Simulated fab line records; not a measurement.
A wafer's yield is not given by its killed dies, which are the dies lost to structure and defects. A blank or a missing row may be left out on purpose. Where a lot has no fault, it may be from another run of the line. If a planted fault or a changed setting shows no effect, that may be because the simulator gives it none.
fab line records || flow nand-harc
[record] {"lots": 7, "wafers": 21, "last-day": 33}
route steps=1302 shown P_CONTACT@217
lots untouched by any fault: they come from a run of this same line in which no faults occurred
start-h: start of the lot's first displayed wafer, in hours after the record's first day || wait-h: hours from the lot's prior step to this one || " same as the row above || L1.1+2: one row covering several wafers at once || - value missing, or start not given || * or withheld: withheld || < > ~ a bound
route shown NAME@n: NAME is a module with steps in the file, n the number in the route of the first one || usual: mean/standard deviation of fault-free wafers || same: alike in all rows || chamber/n: place in a boat || sites: the reading at each site || _std_site: standard deviation of those values || _edge_site: mean of outer sites minus mean of inner sites || radius-mm: for every site, how far away it sits from the centre of the wafer || mask NAME#n: copy n || behind: tool/chamber where the wafer was last shaped || hold: cause of the lot's hold/its duration in hours/its outcome || device: names the non-switching transistor (n, p or np) || end of line: the same wafers' tests at the end of the route || a step given without rows: its recipe and nothing more || killed: not the wafer's yield, but the dies lost to structure and defects at the first sort || map: per-die view of a wafer (x killed, . not killed, _ where there is no die)
set.NAME: the setting the step ran with; set.NAME@STEP: the setting that earlier step ran with || model.NAME: the simulator's own value behind a step, which no gauge read
lots at some steps of the route; a table a step, a row a wafer
services: from which hour (start-h, from the record's first day; less than 0 if before it) a tool's chamber was out of use, for how many hours, and why
[[steps]]
[step NHARC_P_CONTACT_DEP_30]
[recipe] {"target-thk-a": 300, "temp-c": 400, "target-thk-nm": 30, "flow-sccm": 200, "rf-w": 450, "material": "SiNx"}
[usual] {"heater-power-w": "706/89"}
{"lot.wafer": "L822.1", "tool": "pecvd-02", "chamber": 2, "start-h": 154.08, "wait-h": 0.1, "heater-power-w": 598}
{"lot.wafer": "L822.5", "tool": "pecvd-02", "chamber": 2, "start-h": 154.08, "wait-h": 0.1, "heater-power-w": 599}
{"lot.wafer": "L822.4", "tool": "pecvd-02", "chamber": 1, "start-h": 154.08, "wait-h": 0.1, "heater-power-w": 767}
{"lot.wafer": "L825.2", "tool": "pecvd-02", "chamber": 1, "start-h": 185.57, "wait-h": 0.1, "heater-power-w": 803}
{"lot.wafer": "L825.3", "tool": "pecvd-02", "chamber": 0, "start-h": 185.57, "wait-h": 0.1, "heater-power-w": 765}
{"lot.wafer": "L825.5", "tool": "pecvd-02", "chamber": 2, "start-h": 185.57, "wait-h": 0.1, "heater-power-w": 546}
{"lot.wafer": "L830.1", "tool": "pecvd-04", "chamber": 2, "start-h": 239.76, "wait-h": 0.1, "heater-power-w": 860}
{"lot.wafer": "L830.6", "tool": "pecvd-04", "chamber": 1, "start-h": 239.76, "wait-h": 0.1, "heater-power-w": 769}
{"lot.wafer": "L830.5", "tool": "pecvd-04", "chamber": 0, "start-h": 239.76, "wait-h": 0.1, "heater-power-w": 719}
{"lot.wafer": "L831.1", "tool": "pecvd-03", "chamber": 2, "start-h": 246.18, "wait-h": 0.1, "heater-power-w": 609}
{"lot.wafer": "L831.5", "tool": "pecvd-03", "chamber": 2, "start-h": 246.18, "wait-h": 0.1, "heater-power-w": 605}
{"lot.wafer": "L831.6", "tool": "pecvd-03", "chamber": 0, "start-h": 246.18, "wait-h": 0.1, "heater-power-w": 662}
{"lot.wafer": "L832.1", "tool": "pecvd-02", "chamber": 0, "start-h": 264.13, "wait-h": 0.1, "heater-power-w": 787}
{"lot.wafer": "L832.2", "tool": "pecvd-02", "chamber": 1, "start-h": 264.13, "wait-h": 0.1, "heater-power-w": 716}
{"lot.wafer": "L832.5", "tool": "pecvd-02", "chamber": 1, "start-h": 264.13, "wait-h": 0.1, "heater-power-w": 723}
{"lot.wafer": "L840.1", "tool": "pecvd-04", "chamber": 0, "start-h": 339.71, "wait-h": 0.1, "heater-power-w": 589}
{"lot.wafer": "L840.4", "tool": "pecvd-04", "chamber": 0, "start-h": 339.71, "wait-h": 0.1, "heater-power-w": 580}
{"lot.wafer": "L840.5", "tool": "pecvd-04", "chamber": 1, "start-h": 339.71, "wait-h": 0.1, "heater-power-w": 854}
{"lot.wafer": "L841.1", "tool": "pecvd-04", "chamber": 1, "start-h": 345.96, "wait-h": 0.1, "heater-power-w": 848}
{"lot.wafer": "L841.2", "tool": "pecvd-04", "chamber": 0, "start-h": 345.96, "wait-h": 0.1, "heater-power-w": 684}
{"lot.wafer": "L841.4", "tool": "pecvd-04", "chamber": 2, "start-h": 345.96, "wait-h": 0.1, "heater-power-w": 846}
[step NHARC_P_CONTACT_DEP_00]
[recipe] {"target-thk-a": 5000, "temp-c": 400, "pressure-torr": 6.5, "rf-w": 900, "teos-flow-sccm": 161.4, "flow-sccm": 2650, "target-thk-nm": 500, "gas": "O2", "material": "SiO2"}
[usual] {"heater-power-w": "538/85", "throttle-valve-pct": "16.0/0.47"}
{"lot.wafer": "L822.1", "tool": "pecvd-02", "chamber": 2, "start-h": "-", "wait-h": "-", "heater-power-w": 446, "throttle-valve-pct": 15.8}
{"lot.wafer": "L822.5", "tool": "pecvd-02", "chamber": 2, "start-h": "-", "wait-h": "-", "heater-power-w": 337, "throttle-valve-pct": 15.9}
{"lot.wafer": "L822.4", "tool": "pecvd-02", "chamber": 1, "start-h": "-", "wait-h": "-", "heater-power-w": 608, "throttle-valve-pct": 16.5}
{"lot.wafer": "L825.2", "tool": "pecvd-02", "chamber": 1, "start-h": "-", "wait-h": "-", "heater-power-w": 522, "throttle-valve-pct": 16.6}
{"lot.wafer": "L825.3", "tool": "pecvd-02", "chamber": 0, "start-h": "-", "wait-h": "-", "heater-power-w": 520, "throttle-valve-pct": 16.0}
{"lot.wafer": "L825.5", "tool": "pecvd-02", "chamber": 2, "start-h": "-", "wait-h": "-", "heater-power-w": 391, "throttle-valve-pct": 16.1}
{"lot.wafer": "L830.1", "tool": "pecvd-04", "chamber": 2, "start-h": "-", "wait-h": "-", "heater-power-w": 547, "throttle-valve-pct": 15.9}
{"lot.wafer": "L830.6", "tool": "pecvd-04", "chamber": 1, "start-h": "-", "wait-h": "-", "heater-power-w": 674, "throttle-valve-pct": 17.3}
{"lot.wafer": "L830.5", "tool": "pecvd-04", "chamber": 0, "start-h": "-", "wait-h": "-", "heater-power-w": 476, "throttle-valve-pct": 16.8}
{"lot.wafer": "L831.1", "tool": "pecvd-03", "chamber": 2, "start-h": "-", "wait-h": "-", "heater-power-w": 513, "throttle-valve-pct": 16.0}
{"lot.wafer": "L831.5", "tool": "pecvd-03", "chamber": 2, "start-h": "-", "wait-h": "-", "heater-power-w": 519, "throttle-valve-pct": 16.1}
{"lot.wafer": "L831.6", "tool": "pecvd-03", "chamber": 0, "start-h": "-", "wait-h": "-", "heater-power-w": 404, "throttle-valve-pct": 15.8}
{"lot.wafer": "L832.1", "tool": "pecvd-02", "chamber": 0, "start-h": "-", "wait-h": "-", "heater-power-w": 662, "throttle-valve-pct": 15.3}
{"lot.wafer": "L832.2", "tool": "pecvd-02", "chamber": 1, "start-h": "-", "wait-h": "-", "heater-power-w": 586, "throttle-valve-pct": 16.1}
{"lot.wafer": "L832.5", "tool": "pecvd-02", "chamber": 1, "start-h": "-", "wait-h": "-", "heater-power-w": 435, "throttle-valve-pct": 16.0}
{"lot.wafer": "L840.1", "tool": "pecvd-04", "chamber": 0, "start-h": "-", "wait-h": "-", "heater-power-w": 540, "throttle-valve-pct": 16.1}
{"lot.wafer": "L840.4", "tool": "pecvd-04", "chamber": 0, "start-h": "-", "wait-h": "-", "heater-power-w": 415, "throttle-valve-pct": 16.2}
{"lot.wafer": "L840.5", "tool": "pecvd-04", "chamber": 1, "start-h": "-", "wait-h": "-", "heater-power-w": 673, "throttle-valve-pct": 16.3}
{"lot.wafer": "L841.1", "tool": "pecvd-04", "chamber": 1, "start-h": "-", "wait-h": "-", "heater-power-w": 606, "throttle-valve-pct": 16.2}
{"lot.wafer": "L841.2", "tool": "pecvd-04", "chamber": 0, "start-h": "-", "wait-h": "-", "heater-power-w": 466, "throttle-valve-pct": 16.1}
{"lot.wafer": "L841.4", "tool": "pecvd-04", "chamber": 2, "start-h": "-", "wait-h": "-", "heater-power-w": 645, "throttle-valve-pct": 15.1}
[step NHARC_P_CONTACT_CMP_01]
[recipe] {"target-thk-nm": 200, "material": "SiO2"}
[usual] {"motor-current-A": "12.3/0.72", "pad-life-wafers": "170/120"}
{"lot.wafer": "L822.1", "tool": "cmp-01", "chamber": 0, "start-h": 154.80, "wait-h": "-", "motor-current-A": 12.3, "pad-life-wafers": 240}
{"lot.wafer": "L822.4", "tool": "cmp-01", "chamber": 1, "start-h": 154.80, "wait-h": "-", "motor-current-A": 12.0, "pad-life-wafers": 241}
{"lot.wafer": "L822.5", "tool": "cmp-01", "chamber": 1, "start-h": 154.80, "wait-h": "-", "motor-current-A": 11.2, "pad-life-wafers": "-"}
{"lot.wafer": "L825.2", "tool": "cmp-02", "chamber": 3, "start-h": 186.33, "wait-h": "-", "motor-current-A": 10.7, "pad-life-wafers": 212}
{"lot.wafer": "L825.3", "tool": "cmp-02", "chamber": 0, "start-h": 186.33, "wait-h": "-", "motor-current-A": 12.7, "pad-life-wafers": 213}
{"lot.wafer": "L825.5", "tool": "cmp-02", "chamber": 2, "start-h": 186.33, "wait-h": "-", "motor-current-A": 11.9, "pad-life-wafers": "-"}
{"lot.wafer": "L830.1", "tool": "cmp-04", "chamber": 1, "start-h": 240.48, "wait-h": "-", "motor-current-A": 12.2, "pad-life-wafers": 8}
{"lot.wafer": "L830.5", "tool": "cmp-04", "chamber": 3, "start-h": 240.48, "wait-h": "-", "motor-current-A": 12.5, "pad-life-wafers": "-"}
{"lot.wafer": "L830.6", "tool": "cmp-04", "chamber": 0, "start-h": 240.48, "wait-h": "-", "motor-current-A": 12.4, "pad-life-wafers": "-"}
{"lot.wafer": "L831.1", "tool": "cmp-04", "chamber": 3, "start-h": 246.94, "wait-h": "-", "motor-current-A": 12.9, "pad-life-wafers": 44}
{"lot.wafer": "L831.6", "tool": "cmp-04", "chamber": 1, "start-h": 246.94, "wait-h": "-", "motor-current-A": 12.4, "pad-life-wafers": "-"}
{"lot.wafer": "L831.5", "tool": "cmp-04", "chamber": 2, "start-h": 246.94, "wait-h": "-", "motor-current-A": 12.8, "pad-life-wafers": "-"}
{"lot.wafer": "L832.2", "tool": "cmp-02", "chamber": 3, "start-h": 264.84, "wait-h": "-", "motor-current-A": 10.7, "pad-life-wafers": 132}
{"lot.wafer": "L832.1", "tool": "cmp-02", "chamber": 0, "start-h": 264.84, "wait-h": "-", "motor-current-A": 13.8, "pad-life-wafers": 133}
{"lot.wafer": "L832.5", "tool": "cmp-02", "chamber": 3, "start-h": 264.84, "wait-h": "-", "motor-current-A": 10.5, "pad-life-wafers": "-"}
{"lot.wafer": "L840.1", "tool": "cmp-02", "chamber": 0, "start-h": 340.43, "wait-h": "-", "motor-current-A": 13.2, "pad-life-wafers": 26}
{"lot.wafer": "L840.4", "tool": "cmp-02", "chamber": 1, "start-h": 340.43, "wait-h": "-", "motor-current-A": 12.4, "pad-life-wafers": 27}
{"lot.wafer": "L840.5", "tool": "cmp-02", "chamber": 3, "start-h": 340.43, "wait-h": "-", "motor-current-A": 10.2, "pad-life-wafers": "-"}
{"lot.wafer": "L841.4", "tool": "cmp-01", "chamber": 3, "start-h": 346.67, "wait-h": "-", "motor-current-A": 12.4, "pad-life-wafers": 204}
{"lot.wafer": "L841.2", "tool": "cmp-01", "chamber": 0, "start-h": 346.67, "wait-h": "-", "motor-current-A": 13.1, "pad-life-wafers": 205}
{"lot.wafer": "L841.1", "tool": "cmp-01", "chamber": 2, "start-h": 346.67, "wait-h": "-", "motor-current-A": 13.1, "pad-life-wafers": 207}
[step NHARC_P_CONTACT_SRD_03]
[step NHARC_P_CONTACT_DEHYDRATE_04]
[recipe] {"temp-c": 150, "time-s": 120}
[step NHARC_P_CONTACT_HMDS_05]
[recipe] {"time-s": 30}
[step NHARC_P_CONTACT_COAT_33]
[recipe] {"temp-c": 260, "time-s": 75}
[step NHARC_P_CONTACT_COAT_34]
[recipe] {"temp-c": 225, "time-s": 65}
[step NHARC_P_CONTACT_COAT_06]
[recipe] {"spin-rpm": 1500, "resist-thk-nm": 90}
[step NHARC_P_CONTACT_SOFTBAKE_07]
[recipe] {"temp-c": 105, "time-s": 55}
[step NHARC_P_CONTACT_EBR_08]
[step NHARC_P_CONTACT_EXPOSE_09]
[recipe] {"na": 1.35, "target-cd-nm": 90, "dose-mj": 81.26, "mask-id": "P_CA"}
[usual] {"exposure-dose-mJ-cm2": "81.8/0.81", "focus-offset-nm": "0.0/0.54"}
{"lot.wafer": "L822.1", "tool": "arfi-scanner-02", "chamber": 0, "start-h": 155.49, "wait-h": "-", "mask": "P_CA#0", "exposure-dose-mJ-cm2": 82.7, "focus-offset-nm": -0.3}
{"lot.wafer": "L822.4", "tool": "arfi-scanner-02", "chamber": 0, "start-h": 155.49, "wait-h": "-", "mask": "P_CA#0", "exposure-dose-mJ-cm2": 82.8, "focus-offset-nm": 0.1}
{"lot.wafer": "L822.5", "tool": "arfi-scanner-02", "chamber": 0, "start-h": 155.49, "wait-h": "-", "mask": "P_CA#0", "exposure-dose-mJ-cm2": 82.8, "focus-offset-nm": -0.2}
{"lot.wafer": "L825.2", "tool": "arfi-scanner-03", "chamber": 0, "start-h": 186.85, "wait-h": "-", "mask": "P_CA#0", "exposure-dose-mJ-cm2": 81.2, "focus-offset-nm": 0.4}
{"lot.wafer": "L825.3", "tool": "arfi-scanner-03", "chamber": 0, "start-h": 186.85, "wait-h": "-", "mask": "P_CA#0", "exposure-dose-mJ-cm2": 81.2, "focus-offset-nm": -0.4}
{"lot.wafer": "L825.5", "tool": "arfi-scanner-03", "chamber": 0, "start-h": 186.85, "wait-h": "-", "mask": "P_CA#0", "exposure-dose-mJ-cm2": 81.1, "focus-offset-nm": 0.9}
{"lot.wafer": "L830.1", "tool": "arfi-scanner-03", "chamber": "-", "start-h": 241.15, "wait-h": "-", "mask": "P_CA#0", "exposure-dose-mJ-cm2": "-", "focus-offset-nm": "-"}
{"lot.wafer": "L830.5", "tool": "arfi-scanner-03", "chamber": "-", "start-h": 241.15, "wait-h": "-", "mask": "P_CA#0", "exposure-dose-mJ-cm2": "-", "focus-offset-nm": "-"}
{"lot.wafer": "L830.6", "tool": "arfi-scanner-03", "chamber": "-", "start-h": 241.15, "wait-h": "-", "mask": "P_CA#0", "exposure-dose-mJ-cm2": "-", "focus-offset-nm": "-"}
{"lot.wafer": "L831.1", "tool": "arfi-scanner-02", "chamber": "-", "start-h": 247.58, "wait-h": "-", "mask": "P_CA#0", "exposure-dose-mJ-cm2": "-", "focus-offset-nm": "-"}
{"lot.wafer": "L831.5", "tool": "arfi-scanner-02", "chamber": "-", "start-h": 247.58, "wait-h": "-", "mask": "P_CA#0", "exposure-dose-mJ-cm2": "-", "focus-offset-nm": "-"}
{"lot.wafer": "L831.6", "tool": "arfi-scanner-02", "chamber": "-", "start-h": 247.58, "wait-h": "-", "mask": "P_CA#0", "exposure-dose-mJ-cm2": "-", "focus-offset-nm": "-"}
{"lot.wafer": "L832.1", "tool": "arfi-scanner-02", "chamber": "-", "start-h": 265.41, "wait-h": "-", "mask": "P_CA#0", "exposure-dose-mJ-cm2": "-", "focus-offset-nm": "-"}
{"lot.wafer": "L832.2", "tool": "arfi-scanner-02", "chamber": "-", "start-h": 265.41, "wait-h": "-", "mask": "P_CA#0", "exposure-dose-mJ-cm2": "-", "focus-offset-nm": "-"}
{"lot.wafer": "L832.5", "tool": "arfi-scanner-02", "chamber": "-", "start-h": 265.41, "wait-h": "-", "mask": "P_CA#0", "exposure-dose-mJ-cm2": "-", "focus-offset-nm": "-"}
{"lot.wafer": "L840.1", "tool": "arfi-scanner-03", "chamber": 0, "start-h": 341.08, "wait-h": "-", "mask": "P_CA#0", "exposure-dose-mJ-cm2": 81.0, "focus-offset-nm": -0.2}
{"lot.wafer": "L840.4", "tool": "arfi-scanner-03", "chamber": 0, "start-h": 341.08, "wait-h": "-", "mask": "P_CA#0", "exposure-dose-mJ-cm2": 81.1, "focus-offset-nm": -0.2}
{"lot.wafer": "L840.5", "tool": "arfi-scanner-03", "chamber": 0, "start-h": 341.08, "wait-h": "-", "mask": "P_CA#0", "exposure-dose-mJ-cm2": 81.1, "focus-offset-nm": -0.5}
{"lot.wafer": "L841.1", "tool": "arfi-scanner-03", "chamber": 0, "start-h": 347.26, "wait-h": "-", "mask": "P_CA#0", "exposure-dose-mJ-cm2": 80.9, "focus-offset-nm": 0.8}
{"lot.wafer": "L841.2", "tool": "arfi-scanner-03", "chamber": 0, "start-h": 347.26, "wait-h": "-", "mask": "P_CA#0", "exposure-dose-mJ-cm2": 81.0, "focus-offset-nm": 0.3}
{"lot.wafer": "L841.4", "tool": "arfi-scanner-03", "chamber": 0, "start-h": 347.26, "wait-h": "-", "mask": "P_CA#0", "exposure-dose-mJ-cm2": 80.9, "focus-offset-nm": 1.0}
[step NHARC_P_CONTACT_PEB_10]
[recipe] {"peb-temp-c": 100, "peb-time-s": 65}
[[services]]
{"tool": "cmp-04", "chamber": "-", "start-h": 134.08, "hours": 4.0, "kind": "pm"}
{"tool": "cmp-02", "chamber": "-", "start-h": 134.50, "hours": 4.0, "kind": "pm"}
{"tool": "arfi-scanner-02", "chamber": "-", "start-h": 140.00, "hours": 4.0, "kind": "pm"}
{"tool": "pecvd-03", "chamber": "-", "start-h": 185.25, "hours": 13.0, "kind": "pm"}
{"tool": "arfi-scanner-03", "chamber": "-", "start-h": 187.54, "hours": 0.3, "kind": "repair"}
{"tool": "cmp-01", "chamber": "-", "start-h": 193.98, "hours": 4.0, "kind": "pm"}
{"tool": "arfi-scanner-03", "chamber": "-", "start-h": 196.00, "hours": 4.0, "kind": "pm"}
{"tool": "cmp-02", "chamber": "-", "start-h": 196.19, "hours": 0.5, "kind": "repair"}
{"tool": "cmp-01", "chamber": "-", "start-h": 209.50, "hours": 0.9, "kind": "repair"}
{"tool": "pecvd-02", "chamber": "-", "start-h": 218.20, "hours": 0.9, "kind": "repair"}
{"tool": "pecvd-02", "chamber": "-", "start-h": 227.00, "hours": 13.0, "kind": "pm"}
{"tool": "pecvd-04", "chamber": 0, "start-h": 228.27, "hours": 3.9, "kind": "repair"}
{"tool": "cmp-02", "chamber": "-", "start-h": 232.50, "hours": 4.0, "kind": "pm"}
{"tool": "arfi-scanner-02", "chamber": "-", "start-h": 236.52, "hours": 0.5, "kind": "repair"}
{"tool": "pecvd-04", "chamber": "-", "start-h": 269.51, "hours": 13.0, "kind": "pm"}
{"tool": "cmp-02", "chamber": "-", "start-h": 269.85, "hours": 1.0, "kind": "repair"}
{"tool": "arfi-scanner-03", "chamber": "-", "start-h": 275.21, "hours": 0.3, "kind": "repair"}
{"tool": "pecvd-04", "chamber": "-", "start-h": 294.63, "hours": 0.5, "kind": "repair"}
{"tool": "pecvd-02", "chamber": 1, "start-h": 299.59, "hours": 17.3, "kind": "repair"}
{"tool": "arfi-scanner-02", "chamber": "-", "start-h": 305.62, "hours": 2.4, "kind": "repair"}
{"tool": "arfi-scanner-02", "chamber": "-", "start-h": 312.00, "hours": 4.0, "kind": "pm"}
{"tool": "pecvd-02", "chamber": "-", "start-h": 325.61, "hours": 0.9, "kind": "repair"}
{"tool": "cmp-02", "chamber": "-", "start-h": 330.50, "hours": 4.0, "kind": "pm"}
{"tool": "cmp-02", "chamber": "-", "start-h": 343.56, "hours": 4.6, "kind": "repair"}
[[key]]
[first-sign] {"step": "NHARC_P_CONTACT_EXPOSE_09", "reading": "tool-record", "direction": "missing"}
effect none on later readings
met-at NHARC_P_CONTACT_EXPOSE_09
struck-wafers L830.1,L830.5,L830.6,L831.1,L831.5,L831.6,L832.1,L832.2,L832.5
later-rows-left-out L830.1,L830.5,L830.6,L831.1,L831.5,L831.6,L832.1,L832.2,L832.5
sort-left-out L830.1,L830.5,L830.6,L831.1,L831.5,L831.6,L832.1,L832.2,L832.5
tester-left-out L830,L831,L832
onset-between 186.85 241.15
[fault] {"kind": "skipped-step-whole", "tool": "arfi-scanner-02,arfi-scanner-03", "chamber": "-", "onset-h": 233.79, "steps": "NHARC_P_CONTACT_EXPOSE_09", "scope": "struck-lots-only"}
// tester-left-out: of these lots the tester's yield and bins aren't shown, on N5 and GAA mostly nor the transistor test; their killed dies are dies lost to structure and defects alone, not to doping, threshold or leakage, so they don't give the yield
// sort-left-out: the simulated sort isn't trusted on such a fault, so these wafers' sort isn't shown, and their yield isn't known
// later-rows-left-out: the simulator's readings of these wafers behind a module that went badly wrong aren't trusted and aren't shown, but for the sort
